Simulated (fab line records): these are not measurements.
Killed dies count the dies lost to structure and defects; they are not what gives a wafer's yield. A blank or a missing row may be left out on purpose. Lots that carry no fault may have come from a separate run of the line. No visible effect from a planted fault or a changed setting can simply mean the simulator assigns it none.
A lot that was struck, set against a sound lot / flow n5Finfet / 36 out of 1938 route steps
Sound: the wafers L630.1, L630.5, L630.6. Struck: wafers L640.1, L640.2, L640.3. At the end, the cause is stated.
Per side, at each step with rows, come the tool, then ch with its chambers, and then its first start. Under that, the readings that differ: sound wafers / struck wafers / difference of the means / sigmas: that difference in standard deviations of wafers without a fault.
alike: same words and numbers on both sides, and readings whose means sit less than 2 such deviations apart. not compared: any withheld reading, any reading some wafer has no value for, any bound like >300 that may hide the same value, and any number with overlapping values for which the record gives no deviation.
Wherever a step has rows on one side only, a row that says differs or no value, or a row with sigmas, the two part there. When numbers do not overlap yet have no deviation, they are printed without sigmas and do not part them. A reading missing from all wafers of one side parts the sides only when that side holds two or more wafers.

first, 9 steps without rows for these wafers: N5_WELL_APT_HMDS_18 (time 60 s); N5_WELL_APT_COAT_19 (resist thk 950 nm); N5_WELL_APT_EBR_21; N5_WELL_APT_SOFTBAKE_20 (time 60 s); N5_WELL_APT_EXPOSE_22 (exposes mask PWELL, defocus 0 nm, target cd 200 nm); N5_WELL_APT_PEB_23 (peb time 90 s); N5_WELL_APT_DEVELOP_24 (develop time 45 s); N5_WELL_APT_HARDBAKE_29 (time 120 s); N5_WELL_APT_DESCUM_30 (chemistry O2, time 7.9 s).
N5_WELL_APT_IMPLANT_31:
  sound on implanter-01 ch 0, day 4 09:08; struck on implanter-01 ch 0, day 6 22:19
reading=doseIonsCm2; sound=1.4951e+13 1.4991e+13 1.4977e+13; struck=6.493e+12 6.504e+12 6.515e+12; difference=-8.469e+12; sigmas=-99 or more
reading=faradayCurrentUA; sound=190 190 193; struck=85 82 83; difference=-108; sigmas=-28
then, 25 steps without rows for these wafers: N5_WELL_APT_IMPLANT_32; N5_WELL_APT_STRIP_33 (strips in SPM, time 900 s); N5_WELL_APT_RTA_34 (time 10 s); N5_WELL_APT_OXIDE_STRIP_42 (strips SiO2 in dHF, time 45 s, target depth 12 nm); N5_WELL_APT_PRECLEAN_36 (cleans in O3/DIW, time 45 s); N5_WELL_APT_PRECLEAN_39 (cleans in dHF, time 60 s); N5_WELL_APT_SRD_37 (time 30 s); N5_WELL_APT_EPI_41 (deposits Si from SiH4/H2, target thk 50 nm, time 297.7 s); N5_PMOS_HMC_CHANNEL_EPI_HM_DEP_34 (deposits SiO2 from TEOS/O2, target thk 36 nm, time 6.9 s); N5_PMOS_HMC_CHANNEL_EPI_COAT_31 (time 60 s, resist thk 66 nm); N5_PMOS_HMC_CHANNEL_EPI_COAT_03 (resist thk 205 nm); N5_PMOS_HMC_CHANNEL_EPI_EBR_05; N5_PMOS_HMC_CHANNEL_EPI_SOFTBAKE_04 (time 60 s); N5_PMOS_HMC_CHANNEL_EPI_EXPOSE_06 (exposes mask PMOS HMC BLK, target cd 240 nm); N5_PMOS_HMC_CHANNEL_EPI_PEB_07 (peb time 60 s); N5_PMOS_HMC_CHANNEL_EPI_DEVELOP_08 (develop time 30 s); N5_PMOS_HMC_CHANNEL_EPI_DESCUM_14 (chemistry O2, time 7.9 s); N5_PMOS_HMC_CHANNEL_EPI_ETCH_32 (etches BARC in N2/H2, stops on SiO2, target depth 85.8 nm, time 50.3 s); N5_PMOS_HMC_CHANNEL_EPI_HM_OPEN_15 (chemistry CHF3/O2, target SiO2, target depth 40.6 nm, time 20.3 s); N5_PMOS_HMC_CHANNEL_EPI_STRIP_33 (strips in N2/H2); N5_PMOS_HMC_CHANNEL_EPI_STRIP_17 (strips in SPM, time 750 s); N5_PMOS_HMC_CHANNEL_EPI_ETCH_38 (etches SiO2 in CF4, target depth 1.5 nm); N5_PMOS_HMC_CHANNEL_EPI_FIN_RECESS_16 (chemistry HBr/Cl2, target Si, target depth 54 nm, time 18 s); N5_PMOS_HMC_CHANNEL_EPI_PRECLEAN_36 (cleans in O3/DIW, time 45 s); N5_PMOS_HMC_CHANNEL_EPI_PRECLEAN_18 (cleans in DHF, time 30 s).
-- record jumps: 9 days separate the struck wafers' starts on either side; left off in module PMOS_HMC_CHANNEL_EPI, taken up again in module BEOL_M4, whose first shown step is the route's number 1111 --
N5_BEOL_M4_RC_MEAS_101:
  sound on prober-01 ch 0, day 11 14:42; struck on prober-01 ch 0, day 15 15:08
reading=DIBL_N (mV/V); sound=33.7 35.5 33.3; struck=36.9 36.5 37.9; difference=+2.9; sigmas=+2
reading=DIBL_P (mV/V); sound=34.7 36.4 34.6; struck=37.9 37.0 39.8; difference=+3.0; sigmas=+2
reading=RS_PWELL (ohm/sq); sound=3040 3033 3037; struck=4822 4813 4781; difference=+1769; sigmas=+80
  alike: IOFF_N, IOFF_P, ION_N, ION_P, SS_N, SS_P, VT_N, VT_P

WHERE THEY PART
First at N5_WELL_APT_IMPLANT_31; last, within this record, at N5_BEOL_M4_RC_MEAS_101.

WHY: what the simulator had put in
Process parameter drift: implanter-01, from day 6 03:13 on, at N5_WELL_APT_IMPLANT_31. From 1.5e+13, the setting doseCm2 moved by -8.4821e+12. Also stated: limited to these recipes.
